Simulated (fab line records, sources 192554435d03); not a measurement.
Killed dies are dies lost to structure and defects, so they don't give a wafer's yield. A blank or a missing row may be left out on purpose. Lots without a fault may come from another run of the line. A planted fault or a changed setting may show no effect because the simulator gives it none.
fab line records | flow n5_finfet
record lots=23 wafers=69 last_day=19
route steps=1938 shown BEOL_M4@1090 BEOL_M5@1116
lots that met no fault: from a run of the same line without faults
start_h: hours from the record's first day to the start of the lot's first wafer shown | wait_h: hours since the lot's step before | " the same as in the row above | L1.1+2: a row that stands for several wafers | - no value, or no start given | * or withheld: withheld | < > ~ a bound
route shown NAME@n: a module of which the file shows steps, and the number in the route of the first | usual: mean/standard deviation of fault-free wafers | same: alike in all rows | chamber/n: place in a boat | sites: the reading at each site | _std_site: their standard deviation | _edge_site: outer sites' mean less inner sites' | radius_mm: how far each site lies from the wafer's centre | mask NAME#n: copy n | behind: the tool/chamber that last shaped the wafer | hold: why the lot was held/for how many hours/how that ended | device: the transistor (n, p or np) that didn't switch | end of line: the same wafers' tests at the end of the route | a step without rows: its recipe alone | killed: dies lost to structure and defects at the first sort, not the wafer's yield | map: a wafer's dies, x killed, . not, _ none there
set.NAME: the setting as run; set.NAME@STEP: as run at that earlier step | model.NAME: the simulator's own value behind a step, which no gauge read
steps of the route over a sample of lots; a table a step, a row a wafer
services: from which hour (start_h, from the record's first day; less than 0 if before it) a tool's chamber was out of use, for how many hours, and why
## steps
# step N5_BEOL_M4_SPUTTER_86
# recipe material=Cu target_thk_a=45 temp_c=-20 chamber_pressure_pa=0.07 power_w=withheld time_s=8.29
# usual throttle_valve_pct=29.5/1.2
# columns lot.wafer tool chamber start_h wait_h throttle_valve_pct
L074.1 pvd_sputter-03 - 163.99 0.1 28.9
L074.4 " - " " 30.7
L074.6 " - " " 27.6
L075.2 pvd_sputter-03 - 169.19 0.1 30.7
L075.4 " - " " 28.0
L075.5 " - " " 29.0
L077.1 pvd_sputter-03 - 180.91 0.1 28.1
L077.2 " - " " 27.5
L077.4 " - " " 29.1
L078.1 pvd_sputter-03 - 182.97 0.1 29.0
L078.2 " - " " 27.3
L078.4 " - " " 28.0
L079.1 pvd_sputter-02 - 189.67 0.1 29.8
L079.4 " - " " 29.6
L079.6 " - " " 30.0
L080.2 pvd_sputter-01 - 196.56 0.1 31.5
L080.3 " - " " 29.1
L080.4 " - " " 29.6
L081.3 pvd_sputter-02 - 196.60 0.1 29.7
L081.4 " - " " 31.5
L081.6 " - " " 29.7
L082.3 pvd_sputter-01 - 207.62 0.1 32.0
L082.4 " - " " 29.5
L082.6 " - " " 28.5
L083.2 pvd_sputter-02 - 218.46 0.1 29.5
L083.5 " - " " 31.4
L083.6 " - " " 29.9
L084.1 pvd_sputter-03 - 224.94 0.1 28.9
L084.3 " - " " 27.5
L084.5 " - " " 28.1
L085.2 pvd_sputter-02 - 230.65 0.1 29.9
L085.4 " - " " 31.6
L085.6 " - " " 31.5
L086.1 pvd_sputter-02 - 235.13 0.1 29.9
L086.2 " - " " 29.5
L086.3 " - " " 31.7
L087.1 pvd_sputter-02 - 242.57 0.1 29.8
L087.2 " - " " 31.6
L087.5 " - " " 29.4
L088.1 pvd_sputter-03 - 250.18 0.1 28.2
L088.4 " - " " 29.1
L088.5 " - " " 28.3
L089.1 pvd_sputter-02 - 253.08 0.1 29.7
L089.4 " - " " 29.4
L089.6 " - " " 30.0
L090.1 pvd_sputter-03 - 253.37 0.1 27.5
L090.5 " - " " 30.7
L090.6 " - " " 27.4
L091.1 pvd_sputter-02 - 273.69 0.1 31.4
L091.2 " - " " 29.6
L091.4 " - " " 29.7
L092.2 pvd_sputter-02 - 278.67 0.1 29.9
L092.4 " - " " 29.9
L092.5 " - " " 31.2
L093.2 pvd_sputter-01 - 280.25 0.1 29.1
L093.4 " - " " 31.7
L093.6 " - " " 31.6
L094.4 pvd_sputter-03 - 302.41 0.1 28.1
L094.5 " - " " 28.7
L094.6 " - " " 30.8
L076.2 pvd_sputter-01 - 305.37 0.1 29.0
L076.3 " - " " 31.3
L076.5 " - " " 29.3
L097.1 pvd_sputter-03 - 326.54 0.1 27.4
L097.3 " - " " 30.8
L097.6 " - " " 29.0
L096.1 pvd_sputter-02 - 339.45 0.1 29.8
L096.3 " - " " 29.8
L096.4 " - " " 31.4
# step N5_BEOL_M5_HM_DEP_02
# recipe material=TiN target_thk_a=200 temp_c=25 chamber_pressure_pa=0.49996
# usual throttle_valve_pct=29.5/1.2
# columns lot.wafer tool chamber start_h wait_h throttle_valve_pct
L074.1 pvd_sputter-01 - 170.00 1.7 28.9
L074.4 " - " " 31.5
L074.6 " - " " 29.0
L075.2 pvd_sputter-02 - 175.72 1.5 29.9
L075.4 " - " " 29.5
L075.5 " - " " 29.9
L077.1 pvd_sputter-02 - 185.06 0.4 29.5
L077.2 " - " " 29.7
L077.4 " - " " 29.2
L078.1 pvd_sputter-02 - 187.94 1.2 29.9
L078.2 " - " " 29.5
L078.4 " - " " 31.5
L079.1 pvd_sputter-01 - 193.54 0.1 29.6
L079.4 " - " " 31.4
L079.6 " - " " 29.1
L080.2 pvd_sputter-03 - 201.65 1.3 28.7
L080.3 " - " " 27.2
L080.4 " - " " 30.9
L081.3 pvd_sputter-03 - 202.13 0.8 30.7
L081.4 " - " " 28.8
L081.6 " - " " 30.8
L082.3 pvd_sputter-01 - 211.78 0.3 29.1
L082.4 " - " " 28.1
L082.6 " - " " 28.5
L083.2 pvd_sputter-01 - 223.31 1.0 29.2
L083.5 " - " " 29.5
L083.6 " - " " 28.4
L084.1 pvd_sputter-03 - 230.57 1.7 30.8
L084.3 " - " " 28.3
L084.5 " - " " 30.7
L085.2 pvd_sputter-02 - 236.45 1.5 29.7
L085.4 " - " " 31.6
L085.6 " - " " 30.1
L086.1 pvd_sputter-02 - 240.55 1.5 29.7
L086.2 " - " " 29.8
L086.3 " - " " 31.3
L087.1 pvd_sputter-03 - 248.06 1.7 28.2
L087.2 " - " " 27.5
L087.5 " - " " 28.9
L088.1 pvd_sputter-03 - 257.11 3.1 27.7
L088.4 " - " " 29.0
L088.5 " - " " 28.1
L089.1 pvd_sputter-03 - 257.61 0.7 29.0
L089.4 " - " " 27.5
L089.6 " - " " 30.7
L090.1 pvd_sputter-03 - 257.71 0.5 27.6
L090.5 " - " " 30.8
L090.6 " - " " 29.0
L091.1 pvd_sputter-01 - 279.03 0.8 31.3
L091.2 " - " " 29.5
L091.4 " - " " 28.4
L092.2 pvd_sputter-01 - 285.08 2.2 28.5
L092.4 " - " " 31.5
L092.5 " - " " 31.6
L093.2 pvd_sputter-01 - 285.70 1.3 31.5
L093.4 " - " " 29.6
L093.6 " - " " 28.9
L094.4 pvd_sputter-01 - 307.43 1.1 29.6
L094.5 " - " " 29.1
L094.6 " - " " 31.7
L076.2 pvd_sputter-02 - 310.32 1.2 29.8
L076.3 " - " " 29.7
L076.5 " - " " 29.7
L097.1 pvd_sputter-03 - 331.66 1.2 30.7
L097.3 " - " " 27.8
L097.6 " - " " 28.1
L096.1 pvd_sputter-02 - 345.51 1.7 31.6
L096.3 " - " " 30.2
L096.4 " - " " 29.8
# step N5_BEOL_M5_DESCUM_33
# recipe chemistry=O2 time_s=7 source_power_w=50 bias_power_w=20 pressure_mtorr=20 rf_frequency_hz=2.712e+07 temp_c=40 resist=CAR-EUV o2_flow_sccm=225
# usual drypump_motor_current_A=5.5/0.37 oes_product_au=0.79/0.079 rf_fwd_power_W=49.53/0.21 rf_vpp_V=243.6/1.4 showerhead_plenum_p_Torr=2.13/0.068 throttle_valve_pct=20.52/0.15
# columns lot.wafer tool chamber start_h wait_h drypump_motor_current_A oes_product_au rf_fwd_power_W rf_hours_counter_h rf_vpp_V showerhead_plenum_p_Torr throttle_valve_pct
L074.1 rie_diel-02 2 171.97 0.3 5.7 0.75 49.35 153 242.9 2.18 20.48
L074.4 " 3 " " 5.8 0.93 49.73 12 246.1 2.22 20.20
L074.6 " 3 " " 5.7 0.93 49.93 - 245.9 2.22 20.20
L075.2 rie_diel-02 0 178.69 0.0 5.6 0.79 49.63 106 242.6 2.11 20.58
L075.4 " 1 " " 6.0 0.87 49.22 46 243.5 2.11 20.62
L075.5 " 0 " " 5.6 0.79 49.69 - 243.5 2.11 20.58
L077.1 rie_diel-02 2 187.12 0.0 5.7 0.75 49.68 156 243.9 2.18 20.48
L077.2 " 3 " " 5.7 0.92 49.76 16 247.0 2.21 20.21
L077.4 " 1 " " 6.1 0.89 49.47 48 243.5 2.11 20.63
L078.1 rie_diel-04 0 189.68 0.0 5.4 0.73 49.46 193 244.1 2.20 20.39
L078.2 " 3 " " 5.4 0.67 49.62 230 243.4 2.05 20.66
L078.4 " 2 " " 5.0 0.93 49.45 10 245.0 2.14 20.48
L079.1 rie_diel-05 1 196.33 0.4 6.2 0.81 49.31 89 242.2 2.10 20.45
L079.4 " 1 " " 6.2 0.81 49.49 - 245.8 2.10 20.44
L079.6 " 3 " " 5.4 0.73 49.94 - 240.3 1.99 20.35
L080.2 rie_diel-05 2 204.20 0.3 5.7 0.74 49.47 162 241.4 2.01 20.74
L080.3 " 3 " " 5.3 0.73 49.40 183 241.1 1.99 20.36
L080.4 " 2 " " 5.7 0.74 49.67 - 243.0 2.01 20.72
L081.3 rie_diel-04 3 205.60 0.1 5.4 0.67 49.63 235 242.2 2.05 20.64
L081.4 " 0 " " 5.5 0.72 49.40 198 244.6 2.19 20.40
L081.6 " 1 " " 5.0 0.74 49.66 - 244.5 2.19 20.59
L082.3 rie_diel-02 1 213.84 0.1 6.0 0.87 49.48 54 244.3 2.11 20.62
L082.4 " 2 " " 5.7 0.75 49.41 162 244.1 2.18 20.49
L082.6 " 2 " " 5.7 0.75 49.46 - 244.2 2.18 20.50
L083.2 rie_diel-04 3 225.44 0.0 5.4 0.66 49.53 243 244.2 2.05 20.67
L083.5 " 2 " " 5.0 0.89 49.48 - 244.5 2.13 20.48
L083.6 " 0 " " 5.5 0.72 49.52 - 243.9 2.19 20.41
L084.1 rie_diel-02 0 232.44 0.1 5.6 0.78 49.51 120 243.4 2.11 20.60
L084.3 " 3 " " 5.7 0.90 49.32 27 245.5 2.21 20.24
L084.5 " 3 " " 5.8 0.89 49.71 - 245.7 2.21 20.23
L085.2 rie_diel-04 2 240.47 0.4 5.0 0.88 49.26 28 245.1 2.13 20.50
L085.4 " 3 " " 5.3 0.67 49.95 248 243.3 2.04 20.69
L085.6 " 2 " " 5.0 0.89 49.34 - 243.0 2.13 20.51
L086.1 rie_diel-04 2 243.90 0.2 5.0 0.88 49.08 29 244.9 2.13 20.50
L086.2 " 0 " " 5.5 0.71 49.22 213 243.3 2.19 20.43
L086.3 " 1 " " 5.0 0.73 49.43 159 245.6 2.18 20.59
L087.1 rie_diel-04 2 250.76 0.1 5.0 0.88 49.02 31 242.3 2.13 20.51
L087.2 " 1 " " 5.0 0.73 49.75 161 244.9 2.18 20.60
L087.5 " 0 " " 5.4 0.71 49.66 - 244.8 2.19 20.43
L090.1 rie_diel-05 0 263.54 0.0 5.0 0.93 49.76 17 244.6 2.14 20.73
L090.5 " 1 " " 6.2 0.79 49.13 - 245.1 2.09 20.47
L090.6 " 2 " " 5.7 0.72 49.58 - 242.2 2.00 20.76
L088.1 rie_diel-04 0 263.59 0.0 5.5 0.71 49.46 218 242.8 2.19 20.42
L088.4 " 1 " " 5.0 0.72 49.50 - 244.0 2.18 20.59
L088.5 " 2 " " 5.0 0.87 49.48 - 244.6 2.13 20.52
L089.1 rie_diel-04 1 263.98 0.2 5.0 0.73 49.80 164 244.4 2.18 20.60
L089.4 " 1 " " 5.0 0.73 49.78 - 244.4 2.18 20.60
L089.6 " 2 " " 5.0 0.88 49.21 - 242.7 2.13 20.51
L091.1 rie_diel-05 3 281.19 0.0 5.3 0.72 49.33 201 242.4 1.99 20.40
L091.2 " 2 " " 5.7 0.72 49.29 186 240.9 2.00 20.77
L091.4 " 1 " " 6.2 0.78 49.50 114 241.3 2.09 20.49
L092.2 rie_diel-02 2 287.58 0.1 5.7 0.72 49.37 185 245.3 2.17 20.53
L092.4 " 1 " " 6.0 0.85 49.64 75 242.8 2.10 20.67
L092.5 " 3 " " 5.7 0.87 49.67 - 244.8 2.20 20.25
L093.2 rie_diel-04 1 287.74 0.2 5.0 0.73 49.76 171 244.3 2.18 20.60
L093.4 " 0 " " 5.5 0.70 49.53 224 244.0 2.18 20.44
L093.6 " 0 " " 5.5 0.71 49.43 - 243.6 2.18 20.44
L094.4 rie_diel-02 2 310.82 0.3 5.7 0.72 49.86 192 243.7 2.17 20.53
L094.5 " 0 " " 5.5 0.76 49.66 - 243.4 2.10 20.62
L094.6 " 3 " " 5.7 0.86 49.72 - 244.5 2.20 20.25
L076.2 rie_diel-02 3 313.20 0.0 5.7 0.86 49.56 47 244.2 2.20 20.25
L076.3 " 0 " " 5.6 0.76 49.58 143 242.5 2.10 20.63
L076.5 " 2 " " 5.7 0.73 49.27 - 245.6 2.17 20.53
L097.1 rie_diel-02 3 333.78 0.0 5.7 0.85 50.05 54 243.4 2.20 20.27
L097.3 " 2 " " 5.7 0.73 49.47 200 243.5 2.17 20.56
L097.6 " 3 " " 5.7 0.87 49.62 - 244.8 2.20 20.24
L096.1 rie_diel-05 2 348.66 0.2 5.6 0.70 49.30 206 239.8 1.99 20.78
L096.3 " 0 " " 5.0 0.87 49.42 40 243.1 2.14 20.75
L096.4 " 1 " " 6.2 0.76 49.40 133 242.8 2.08 20.49
# step N5_BEOL_M5_ETCH_75
# recipe chemistry=N2/H2 target=underlayer target_depth_a=65 mask_material=CAR-EUV time_s=5.2 ion_energy_ev=200 pressure_mtorr=30 source_w=840 bias_w=150 n2_flow_sccm=200 h2_flow_sccm=200 ends=cleared
# usual drypump_motor_current_A=5.5/0.37 etch_rf_on_time_s=5.18/0.15 oes_product_au=0.68/0.07 rf_fwd_power_W=819.0/2.5 rf_vpp_V=525.1/2.5 showerhead_plenum_p_Torr=2.59/0.085 throttle_valve_pct=17.96/0.2
# columns lot.wafer tool chamber start_h wait_h drypump_motor_current_A etch_rf_on_time_s oes_product_au rf_fwd_power_W rf_hours_counter_h rf_vpp_V showerhead_plenum_p_Torr throttle_valve_pct
L074.1 rie_diel-02 2 172.01 0.0 5.7 5.09 0.65 821.6 153 525.5 2.65 17.91
L074.4 " 3 " " 5.8 4.98 0.81 817.9 12 528.7 2.72 17.68
L074.6 " 3 " " 5.7 5.08 0.81 820.2 - 528.8 2.72 17.69
L075.2 rie_diel-02 0 178.72 0.0 5.6 5.23 0.67 820.1 106 523.8 2.58 18.04
L075.4 " 1 " " 6.1 5.10 0.77 824.2 46 526.6 2.59 18.19
L075.5 " 0 " " 5.6 5.27 0.66 821.8 - 524.4 2.58 18.04
L077.1 rie_diel-02 2 187.15 0.0 5.7 5.08 0.64 818.6 156 527.5 2.65 17.88
L077.2 " 3 " " 5.7 5.01 0.79 822.9 16 529.0 2.72 17.69
L077.4 " 1 " " 6.1 5.09 0.75 817.6 48 525.6 2.58 18.15
L078.1 rie_diel-04 0 189.72 0.0 5.5 5.23 0.63 819.9 193 525.1 2.64 17.73
L078.2 " 3 " " 5.4 5.31 0.56 823.2 230 522.4 2.52 18.27
L078.4 " 2 " " 5.0 5.12 0.79 818.7 10 526.4 2.60 17.83
L079.1 rie_diel-05 1 196.37 0.0 6.2 5.18 0.69 814.6 89 526.1 2.58 18.20
L079.4 " 1 " " 6.2 5.17 0.70 816.8 - 526.2 2.58 18.20
L079.6 " 3 " " 5.4 5.21 0.63 819.7 - 520.1 2.42 17.76
L080.2 rie_diel-05 2 204.24 0.0 5.7 5.21 0.64 822.3 162 522.5 2.42 18.06
L080.3 " 3 " " 5.4 5.16 0.63 819.4 183 520.9 2.41 17.79
L080.4 " 2 " " 5.7 5.24 0.63 818.6 - 520.0 2.42 18.04
L081.3 rie_diel-04 3 205.64 0.0 5.3 5.20 0.57 817.1 235 522.7 2.52 18.26
L081.4 " 0 " " 5.5 5.13 0.63 820.8 198 526.5 2.64 17.73
L081.6 " 1 " " 5.0 5.52 0.62 817.4 - 526.5 2.64 17.88
L082.3 rie_diel-02 1 213.87 0.0 6.1 5.12 0.75 821.7 54 523.9 2.58 18.18
L082.4 " 2 " " 5.7 5.10 0.63 815.2 162 525.6 2.65 17.87
L082.6 " 2 " " 5.7 5.04 0.65 816.1 - 524.2 2.65 17.88
L083.2 rie_diel-04 3 225.48 0.0 5.3 5.24 0.57 821.3 243 525.3 2.52 18.29
L083.5 " 2 " " 5.0 5.10 0.76 820.5 - 524.2 2.59 17.84
L083.6 " 0 " " 5.4 5.13 0.62 819.0 - 526.6 2.63 17.73
L084.1 rie_diel-02 0 232.47 0.0 5.5 5.23 0.65 818.0 120 523.7 2.57 18.08
L084.3 " 3 " " 5.7 5.05 0.77 816.3 27 527.6 2.71 17.72
L084.5 " 3 " " 5.7 5.06 0.78 815.3 - 529.3 2.71 17.73
L085.2 rie_diel-04 2 240.51 0.0 5.0 5.03 0.77 821.7 28 526.0 2.59 17.86
L085.4 " 3 " " 5.4 5.22 0.56 819.1 248 523.2 2.52 18.28
L085.6 " 2 " " 5.0 5.05 0.76 816.3 - 524.4 2.59 17.87
L086.1 rie_diel-04 2 243.94 0.0 5.0 5.06 0.77 815.8 29 525.4 2.59 17.87
L086.2 " 0 " " 5.5 5.17 0.62 822.4 213 525.5 2.63 17.74
L086.3 " 1 " " 5.0 5.57 0.62 820.4 159 525.1 2.63 17.92
L087.1 rie_diel-04 2 250.79 0.0 5.0 5.08 0.75 821.3 31 525.1 2.59 17.84
L087.2 " 1 " " 5.0 5.57 0.62 816.7 161 528.5 2.63 17.89
L087.5 " 0 " " 5.5 5.14 0.62 817.7 - 525.0 2.63 17.74
L090.1 rie_diel-05 0 263.58 0.0 5.0 5.11 0.79 818.4 17 526.1 2.62 18.34
L090.5 " 1 " " 6.1 5.12 0.68 821.0 - 522.5 2.58 18.22
L090.6 " 2 " " 5.7 5.23 0.63 819.8 - 519.7 2.42 18.10
L088.1 rie_diel-04 0 263.63 0.0 5.5 5.07 0.62 819.0 218 528.3 2.63 17.75
L088.4 " 1 " " 5.0 5.48 0.62 821.0 - 527.4 2.63 17.91
L088.5 " 2 " " 5.0 5.05 0.75 816.1 - 524.6 2.59 17.86
L089.1 rie_diel-04 1 264.02 0.0 5.0 5.62 0.62 819.8 164 526.2 2.63 17.89
L089.4 " 1 " " 5.0 5.63 0.61 819.7 - 525.3 2.63 17.88
L089.6 " 2 " " 5.0 5.08 0.74 819.6 - 524.8 2.59 17.85
L091.1 rie_diel-05 3 281.23 0.0 5.3 5.27 0.61 818.6 201 518.6 2.41 17.79
L091.2 " 2 " " 5.7 5.23 0.61 817.6 186 520.6 2.41 18.08
L091.4 " 1 " " 6.2 5.20 0.68 822.8 114 524.0 2.57 18.26
L092.2 rie_diel-02 2 287.62 0.0 5.7 5.14 0.62 822.8 185 526.4 2.64 17.92
L092.4 " 1 " " 6.1 5.11 0.73 820.7 75 524.8 2.57 18.19
L092.5 " 3 " " 5.7 5.05 0.75 819.2 - 526.4 2.71 17.75
L093.2 rie_diel-04 1 287.77 0.0 5.0 5.66 0.59 818.0 171 525.9 2.63 17.91
L093.4 " 0 " " 5.5 5.19 0.61 820.5 224 525.9 2.62 17.76
L093.6 " 0 " " 5.5 5.17 0.60 819.4 - 526.4 2.62 17.77
L094.4 rie_diel-02 2 310.86 0.0 5.7 5.07 0.62 817.2 192 524.1 2.64 17.95
L094.5 " 0 " " 5.6 5.34 0.64 821.6 - 523.1 2.56 18.11
L094.6 " 3 " " 5.7 5.02 0.76 816.0 - 527.0 2.71 17.76
L076.2 rie_diel-02 3 313.24 0.0 5.7 5.02 0.75 819.1 47 529.7 2.70 17.74
L076.3 " 0 " " 5.6 5.24 0.64 819.6 143 523.7 2.56 18.12
L076.5 " 2 " " 5.7 5.06 0.62 818.5 - 525.7 2.64 17.93
L097.1 rie_diel-02 3 333.81 0.0 5.8 5.04 0.75 822.0 54 528.8 2.70 17.79
L097.3 " 2 " " 5.7 5.11 0.61 816.2 200 528.6 2.63 18.00
L097.6 " 3 " " 5.8 5.07 0.74 820.6 - 528.2 2.70 17.78
L096.1 rie_diel-05 2 348.70 0.0 5.7 5.22 0.60 821.6 206 521.3 2.41 18.15
L096.3 " 0 " " 5.0 5.18 0.73 822.0 40 525.6 2.61 18.37
L096.4 " 1 " " 6.2 5.20 0.65 821.0 133 524.9 2.56 18.28
# step N5_BEOL_M5_VIA_ETCH_34
# recipe chemistry=C4F6/O2 target=SiCOH_lowk target_depth_a=883 mask_material=SOC taper_deg=4 time_s=39.2 ion_energy_ev=250 pressure_mtorr=30 source_w=345 bias_w=185 Ar_flow_sccm=300 C4F6_flow_sccm=10 O2_flow_sccm=10
# usual drypump_motor_current_A=5.5/0.37 oes_product_au=0.79/0.08 rf_fwd_power_W=341.9/1.4 rf_vpp_V=672/15 showerhead_plenum_p_Torr=2.90/0.094 throttle_valve_pct=21.02/0.14
# columns lot.wafer tool chamber start_h wait_h drypump_motor_current_A oes_product_au rf_fwd_power_W rf_hours_counter_h rf_vpp_V showerhead_plenum_p_Torr throttle_valve_pct
L074.1 rie_diel-02 2 172.15 0.0 5.7 0.76 341.6 153 696 2.96 20.91
L074.4 " 3 " " 5.7 0.94 343.4 12 658 3.05 20.89
L074.6 " 3 " " 5.7 0.94 345.5 - 658 3.05 20.90
L075.2 rie_diel-02 0 178.87 0.0 5.6 0.79 342.5 107 659 2.89 21.08
L075.4 " 1 " " 6.0 0.89 341.1 46 666 2.90 21.26
L075.5 " 0 " " 5.6 0.79 342.3 - 660 2.89 21.11
L077.1 rie_diel-02 2 187.30 0.0 5.7 0.76 340.8 157 697 2.96 20.92
L077.2 " 3 " " 5.7 0.93 345.6 16 657 3.05 20.89
L077.4 " 1 " " 6.1 0.89 339.7 48 668 2.90 21.28
L078.1 rie_diel-04 0 189.86 0.0 5.5 0.74 342.7 193 688 2.96 20.73
L078.2 " 3 " " 5.4 0.67 342.4 231 676 2.79 21.11
L078.4 " 2 " " 4.9 0.92 341.6 10 684 2.92 21.05
L079.1 rie_diel-05 1 196.51 0.0 6.2 0.81 342.8 89 670 2.86 20.96
L079.4 " 1 " " 6.2 0.81 342.3 - 671 2.86 20.91
L079.6 " 3 " " 5.3 0.74 344.8 - 667 2.75 21.01
L080.2 rie_diel-05 2 204.38 0.0 5.7 0.73 343.3 162 636 2.70 20.96
L080.3 " 3 " " 5.3 0.75 342.6 183 669 2.75 21.02
L080.4 " 2 " " 5.7 0.74 342.6 - 634 2.70 20.95
L081.3 rie_diel-04 3 205.78 0.0 5.4 0.68 342.5 235 676 2.79 21.14
L081.4 " 0 " " 5.5 0.73 340.9 198 689 2.95 20.74
L081.6 " 1 " " 5.0 0.72 341.9 - 680 2.96 20.95
L082.3 rie_diel-02 1 214.02 0.0 6.0 0.86 341.2 54 665 2.90 21.27
L082.4 " 2 " " 5.7 0.75 343.0 163 696 2.96 20.93
L082.6 " 2 " " 5.7 0.75 340.6 - 695 2.96 20.93
L083.2 rie_diel-04 3 225.62 0.0 5.4 0.67 342.1 243 676 2.79 21.13
L083.5 " 2 " " 5.0 0.91 338.3 - 683 2.92 21.07
L083.6 " 0 " " 5.5 0.73 342.9 - 688 2.95 20.75
L084.1 rie_diel-02 0 232.62 0.0 5.6 0.77 342.5 120 659 2.88 21.12
L084.3 " 3 " " 5.7 0.90 344.3 28 656 3.04 20.92
L084.5 " 3 " " 5.7 0.90 343.3 - 657 3.04 20.92
L085.2 rie_diel-04 2 240.65 0.0 5.0 0.88 340.1 28 683 2.92 21.08
L085.4 " 3 " " 5.4 0.66 342.0 248 675 2.79 21.14
L085.6 " 2 " " 5.0 0.89 340.4 - 682 2.92 21.07
L086.1 rie_diel-04 2 244.08 0.0 5.0 0.89 341.8 29 683 2.92 21.08
L086.2 " 0 " " 5.5 0.72 340.8 213 687 2.95 20.76
L086.3 " 1 " " 5.0 0.73 342.6 159 681 2.96 20.98
L087.1 rie_diel-04 2 250.94 0.0 5.0 0.88 340.5 31 681 2.91 21.08
L087.2 " 1 " " 5.0 0.72 341.8 161 680 2.96 20.97
L087.5 " 0 " " 5.4 0.72 341.5 - 686 2.95 20.77
L090.1 rie_diel-05 0 263.72 0.0 5.0 0.93 341.9 17 683 2.92 21.21
L090.5 " 1 " " 6.2 0.79 341.7 - 671 2.86 20.97
L090.6 " 2 " " 5.7 0.72 342.1 - 635 2.69 20.98
L088.1 rie_diel-04 0 263.77 0.0 5.5 0.72 340.3 218 687 2.94 20.78
L088.4 " 1 " " 5.0 0.72 341.9 - 679 2.95 20.98
L088.5 " 2 " " 5.0 0.88 341.2 - 681 2.91 21.10
L089.1 rie_diel-04 1 264.16 0.0 5.0 0.73 342.1 164 680 2.95 21.00
L089.4 " 1 " " 5.0 0.72 342.9 - 681 2.95 20.99
L089.6 " 2 " " 5.0 0.88 339.9 - 683 2.91 21.09
L091.1 rie_diel-05 3 281.37 0.0 5.4 0.72 342.0 202 668 2.74 21.06
L091.2 " 2 " " 5.7 0.72 340.5 187 635 2.69 21.01
L091.4 " 1 " " 6.2 0.79 340.2 114 671 2.85 20.98
L092.2 rie_diel-02 2 287.76 0.0 5.7 0.73 341.2 185 696 2.95 20.95
L092.4 " 1 " " 6.0 0.85 340.5 75 666 2.89 21.31
L092.5 " 3 " " 5.7 0.88 342.9 - 656 3.04 20.93
L093.2 rie_diel-04 1 287.92 0.0 5.0 0.72 343.2 171 681 2.95 20.99
L093.4 " 0 " " 5.5 0.71 341.2 224 685 2.94 20.80
L093.6 " 0 " " 5.5 0.72 340.8 - 686 2.94 20.77
L094.4 rie_diel-02 2 311.01 0.0 5.7 0.72 341.0 192 695 2.95 20.98
L094.5 " 0 " " 5.6 0.75 341.6 - 660 2.87 21.14
L094.6 " 3 " " 5.7 0.86 342.9 - 657 3.03 20.95
L076.2 rie_diel-02 3 313.39 0.0 5.7 0.87 342.2 47 657 3.03 20.96
L076.3 " 0 " " 5.6 0.76 341.9 143 659 2.87 21.17
L076.5 " 2 " " 5.7 0.72 342.4 - 695 2.94 20.98
L097.1 rie_diel-02 3 333.96 0.0 5.7 0.86 342.8 54 657 3.03 20.95
L097.3 " 2 " " 5.7 0.73 343.0 200 695 2.94 20.98
L097.6 " 3 " " 5.7 0.85 340.6 - 655 3.03 20.95
L096.1 rie_diel-05 2 348.84 0.0 5.6 0.69 342.0 206 634 2.68 21.01
L096.3 " 0 " " 5.0 0.87 343.3 40 682 2.91 21.24
L096.4 " 1 " " 6.2 0.76 343.1 133 670 2.84 21.01
# step N5_BEOL_M5_CD_MEAS_35
# recipe target_cd_nm=28 target_cd_y_nm=24 polarity=opening
# usual cd_nm=28.0/0.37
# columns lot.wafer tool chamber start_h wait_h cd_nm
L074.1 cd_sem-02 - 172.55 0.0 28.0
L074.4 " - " " 28.2
L074.6 " - " " 28.3
L075.2 cd_sem-01 - 179.26 0.0 28.2
L075.4 " - " " 28.0
L075.5 " - " " 27.9
L077.1 cd_sem-01 - 187.70 0.0 28.1
L077.2 " - " " 27.9
L077.4 " - " " 27.3
L078.1 cd_sem-02 - 190.26 0.0 28.3
L078.2 " - " " 28.9
L078.4 " - " " 27.8
L079.1 cd_sem-02 - 196.90 0.0 28.4
L079.4 " - " " 27.7
L079.6 " - " " 27.9
L080.2 cd_sem-02 - 204.78 0.0 28.5
L080.3 " - " " 27.7
L080.4 " - " " 28.4
L081.3 cd_sem-02 - 206.18 0.0 28.5
L081.4 " - " " 28.2
L081.6 " - " " 28.3
L082.3 cd_sem-03 - 214.42 0.0 28.3
L082.4 " - " " 27.7
L082.6 " - " " 28.5
L083.2 cd_sem-03 - 226.02 0.0 28.3
L083.5 " - " " 28.4
L083.6 " - " " 27.8
L084.1 cd_sem-03 - 233.01 0.0 28.8
L084.3 " - " " 27.7
L084.5 " - " " 27.7
L085.2 cd_sem-03 - 241.04 0.0 28.2
L085.4 " - " " 27.9
L085.6 " - " " 28.3
L086.1 cd_sem-03 - 244.48 0.0 28.2
L086.2 " - " " 28.1
L086.3 " - " " 27.4
L087.1 cd_sem-02 - 251.34 0.0 27.1
L087.2 " - " " 27.8
L087.5 " - " " 27.2
L090.1 cd_sem-01 - 264.12 0.0 27.8
L090.5 " - " " 27.5
L090.6 " - " " 27.9
L088.1 cd_sem-03 - 264.17 0.0 28.0
L088.4 " - " " 28.1
L088.5 " - " " 28.0
L089.1 cd_sem-01 - 264.56 0.0 27.4
L089.4 " - " " 27.8
L089.6 " - " " 28.2
L091.1 cd_sem-01 - 281.76 0.0 28.0
L091.2 " - " " 28.4
L091.4 " - " " 27.7
L092.2 cd_sem-03 - 288.16 0.0 27.4
L092.4 " - " " 27.6
L092.5 " - " " 27.1
L093.2 cd_sem-03 - 288.31 0.0 28.1
L093.4 " - " " 27.8
L093.6 " - " " 27.6
L094.4 cd_sem-02 - 311.40 0.0 28.4
L094.5 " - " " 28.1
L094.6 " - " " 28.3
L076.2 cd_sem-03 - 313.78 0.0 28.2
L076.3 " - " " 27.8
L076.5 " - " " 27.8
L097.1 cd_sem-02 - 334.35 0.0 28.3
L097.3 " - " " 27.9
L097.6 " - " " 28.0
L096.1 cd_sem-01 - 349.23 0.0 27.7
L096.3 " - " " 28.3
L096.4 " - " " 28.9
## services
# columns tool chamber start_h hours kind
pvd_sputter-03 - 159.89 2.5 repair
rie_diel-02 - 180.09 1.3 repair
rie_diel-05 0 181.45 - clean
rie_diel-05 0 181.45 - consumable_replace:focus_ring
rie_diel-05 0 181.45 24.0 scheduled_down
rie_diel-05 0 181.45 24.0 vent_cycle
rie_diel-05 1 213.02 4.7 repair
rie_diel-04 1 214.95 6.7 repair
rie_diel-04 1 222.61 13.5 repair
rie_diel-05 1 230.47 5.5 repair
rie_diel-02 1 230.65 2.4 repair
rie_diel-04 3 248.14 - clean
rie_diel-04 3 248.14 - consumable_replace:focus_ring
rie_diel-04 3 248.14 17.8 scheduled_down
rie_diel-04 3 248.14 17.8 vent_cycle
rie_diel-05 3 263.47 13.5 repair
rie_diel-02 3 294.20 9.6 repair
pvd_sputter-02 - 302.85 7.1 repair
pvd_sputter-01 - 320.59 12.8 repair
rie_diel-04 3 330.35 22.4 repair
## key
fault none
